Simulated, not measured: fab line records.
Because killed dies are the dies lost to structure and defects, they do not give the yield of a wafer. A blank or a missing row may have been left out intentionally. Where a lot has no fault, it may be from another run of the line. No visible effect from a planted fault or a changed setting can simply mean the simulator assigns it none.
Split-lot trial :: flow n5 finfet :: 21 wafers read across 7 lots, on a route 1938 steps long

== ABOUT THE SPLIT ==
At N5_HKMG_FIN_ETCH_55 (etches SOC in N2/H2, target depth 240 nm, time 300 s), the setting bias w was moved away from the recipe's 150 W on 5 of the 21 wafers read, by +5.5% to +17.1%. All remaining wafers had this setting at the recipe value.

The reading is taken at the split's own step.

== THE READING ==
rf vpp V, in V, at N5_HKMG_FIN_ETCH_55 (etches SOC in N2/H2, target depth 240 nm, time 300 s). A value of 524.6 V with a standard deviation of 2.9 V is what fault-free wafers of this fab line usually give.

wafer: L076.2
tool, chamber at the split: rie diel-01, 1
bias w as run, W: 150
against the recipe: recipe
rf vpp V, V: 525.9
against lot-mates on the recipe: -

wafer: L076.3
tool, chamber at the split: rie diel-01, 0
bias w as run, W: 150
against the recipe: recipe
rf vpp V, V: 526.9
against lot-mates on the recipe: -

wafer: L076.4
tool, chamber at the split: rie diel-01, 0
bias w as run, W: 160
against the recipe: +6.7%
rf vpp V, V: 549.8
against lot-mates on the recipe: +23.4

wafer: L081.1
tool, chamber at the split: rie diel-03, 2
bias w as run, W: 150
against the recipe: recipe
rf vpp V, V: 523.4
against lot-mates on the recipe: -

wafer: L081.4
tool, chamber at the split: rie diel-03, 2
bias w as run, W: 150
against the recipe: recipe
rf vpp V, V: 523.0
against lot-mates on the recipe: -

wafer: L081.5
tool, chamber at the split: rie diel-03, 1
bias w as run, W: 150
against the recipe: recipe
rf vpp V, V: 523.1
against lot-mates on the recipe: -

wafer: L083.1
tool, chamber at the split: rie diel-01, 0
bias w as run, W: 158.3
against the recipe: +5.5%
rf vpp V, V: 547.9
against lot-mates on the recipe: +26.8

wafer: L083.2
tool, chamber at the split: rie diel-01, 3
bias w as run, W: 150
against the recipe: recipe
rf vpp V, V: 521.1
against lot-mates on the recipe: -

wafer: L083.5
tool, chamber at the split: rie diel-01, 3
bias w as run, W: 158.3
against the recipe: +5.5%
rf vpp V, V: 537.1
against lot-mates on the recipe: +16.0

wafer: L090.4
tool, chamber at the split: rie diel-05, 2
bias w as run, W: 150
against the recipe: recipe
rf vpp V, V: 526.5
against lot-mates on the recipe: -

wafer: L090.5
tool, chamber at the split: rie diel-05, 1
bias w as run, W: 150
against the recipe: recipe
rf vpp V, V: 524.2
against lot-mates on the recipe: -

wafer: L090.6
tool, chamber at the split: rie diel-05, 2
bias w as run, W: 175.6
against the recipe: +17.1%
rf vpp V, V: 582.1
against lot-mates on the recipe: +56.8

wafer: L091.1
tool, chamber at the split: rie diel-01, 1
bias w as run, W: 150
against the recipe: recipe
rf vpp V, V: 525.6
against lot-mates on the recipe: -

wafer: L091.3
tool, chamber at the split: rie diel-01, 3
bias w as run, W: 150
against the recipe: recipe
rf vpp V, V: 528.4
against lot-mates on the recipe: -

wafer: L091.6
tool, chamber at the split: rie diel-01, 1
bias w as run, W: 168.3
against the recipe: +12.2%
rf vpp V, V: 564.3
against lot-mates on the recipe: +37.3

wafer: L093.1
tool, chamber at the split: rie diel-03, 0
bias w as run, W: 150
against the recipe: recipe
rf vpp V, V: 525.3
against lot-mates on the recipe: -

wafer: L093.3
tool, chamber at the split: rie diel-03, 2
bias w as run, W: 150
against the recipe: recipe
rf vpp V, V: 523.2
against lot-mates on the recipe: -

wafer: L093.6
tool, chamber at the split: rie diel-03, 3
bias w as run, W: 150
against the recipe: recipe
rf vpp V, V: 519.2
against lot-mates on the recipe: -

wafer: L095.1
tool, chamber at the split: rie diel-03, 3
bias w as run, W: 150
against the recipe: recipe
rf vpp V, V: 521.3
against lot-mates on the recipe: -

wafer: L095.5
tool, chamber at the split: rie diel-03, 0
bias w as run, W: 150
against the recipe: recipe
rf vpp V, V: 526.5
against lot-mates on the recipe: -

wafer: L095.6
tool, chamber at the split: rie diel-03, 2
bias w as run, W: 150
against the recipe: recipe
rf vpp V, V: 522.6
against lot-mates on the recipe: -

THE FIT
A straight line over all 21 wafers: rf vpp V changes by +3.39 V for each +1% of bias w; r = +0.98; the points scatter about the line by 2.9 V.
The same after taking each lot's own level away (the mean of its wafers on the recipe; 21 wafers): +3.31 V for each +1%; r = +0.99; scatter 2.6 V.
On that fit, the largest move of bias w shifts the reading by 56 V.
The lots' own levels span 521.10 to 527.00 V, that is 2.0 times the standard deviation above.
So the lot-to-lot level changes the slope little: the two slopes agree.
Check: for one of the wafers moved furthest among these (+17.1%), held out of the fit, the line's prediction against its lot-mates is +56.6 V. It came out at +56.8 V against them.
Tool readings at the split's step, against how far the setting was moved: rf vpp V r = +0.98.

== FURTHER SPLITS ON THESE WAFERS ==
These wafers also went through other splits before the reading. Each is held against what the fit with the lots' levels taken away leaves over:
other split on the same wafers: N5_ZERO_LAYER_PECVD_02 time s
wafers away from the commonest value: 5
r with rf vpp V (lot level and that fit taken away): +0.16

other split on the same wafers: N5_ZERO_LAYER_COAT_05 spin rpm
wafers away from the commonest value: 7
r with rf vpp V (lot level and that fit taken away): -0.26

other split on the same wafers: N5_PMOS_HMC_CHANNEL_EPI_COAT_31 spin rpm
wafers away from the commonest value: 7
r with rf vpp V (lot level and that fit taken away): -0.14

other split on the same wafers: N5_FIN_SAQP_ETCH_65 time s
wafers away from the commonest value: 5
r with rf vpp V (lot level and that fit taken away): -0.31

other split on the same wafers: N5_DUMMY_GATE_DESCUM_20 time s
wafers away from the commonest value: 6
r with rf vpp V (lot level and that fit taken away): -0.05

other split on the same wafers: N5_SD_EPI_N_ETCH_16 target depth a
wafers away from the commonest value: 5
r with rf vpp V (lot level and that fit taken away): +0.51

other split on the same wafers: N5_SD_EPI_P_EPI_21 time s
wafers away from the commonest value: 3
r with rf vpp V (lot level and that fit taken away): -0.22

other split on the same wafers: N5_SD_ACTIVATION_LSA_01 temp c
wafers away from the commonest value: 7
r with rf vpp V (lot level and that fit taken away): -0.13

other split on the same wafers: N5_HKMG_FIN_COAT_42 spin rpm
wafers away from the commonest value: 6
r with rf vpp V (lot level and that fit taken away): -0.22

== FILE'S OWN FIT ==
rf vpp V changes by +3.3 V for each +1% of bias w, r = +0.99.
